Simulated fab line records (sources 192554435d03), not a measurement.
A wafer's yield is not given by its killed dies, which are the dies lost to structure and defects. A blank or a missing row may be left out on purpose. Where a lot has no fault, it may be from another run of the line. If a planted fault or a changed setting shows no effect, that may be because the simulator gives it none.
Chamber matching    flow n5-finfet    4 sister chambers for N5_GATE_CUT_SAC_CAP_01 on ald-sin-01
The step material SiNx, target thk 24 nm, pulse time 1 s, ald cycles 480. 8 wafers are shown with their chamber, then 9 later ones without.

EACH WAFER AND ITS CHAMBER
wafer   chamber  heater-power-w (W)  precursor-pulse-height-rel
L077.2  2        698                 0.989
L081.2  0        836                 1.018
L081.3  1        872                 0.986
L086.1  1        849                 0.969
L086.4  3        895                 1.007
L089.1  3        883                 1.009
L089.3  2        721                 0.972
L089.5  0        819                 0.974

WAFERS WITHOUT THEIR CHAMBER
wafer   heater-power-w (W)  precursor-pulse-height-rel
L093.1  825                 0.972
L093.3  834                 1.050
L093.4  647                 0.993
L094.1  817                 1.002
L094.5  789                 1.004
L094.6  807                 0.966
L095.2  829                 0.996
L095.3  639                 1.023
L095.5  833                 1.005

CHAMBER TAKEN BY EACH
wafer    from the rows above            in truth
L093.1   can't be placed: 0 or 1        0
L093.3   can't be placed: 0 or 1 or 3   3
L093.4   2                              2
L094.1   0                              0
L094.5   0                              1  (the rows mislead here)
L094.6   can't be placed: 0 or 1        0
L095.2   0                              0
L095.3   2                              2
L095.5   can't be placed: 0 or 1        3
Correct placement for 4 of the 9. Cannot be placed on the basis of these rows: 4; the candidates contain the true chamber in 3. Number placed wrongly: 1.
How it was worked out, from the rows above alone: a wafer's distance from a chamber is the root of the sum, over the readings, of the square of ((its reading less the chamber's mean) divided by the reading's scatter). If the next closest chamber is less than 2 further off than the closest, the wafer can't be placed; otherwise it belongs to the closest. For every chamber, the mean is computed from those of its wafers that are shown. The scatter: the root of (the sum of the squares of (reading less its chamber's mean) over the shown wafers, divided by (wafers less chambers)).
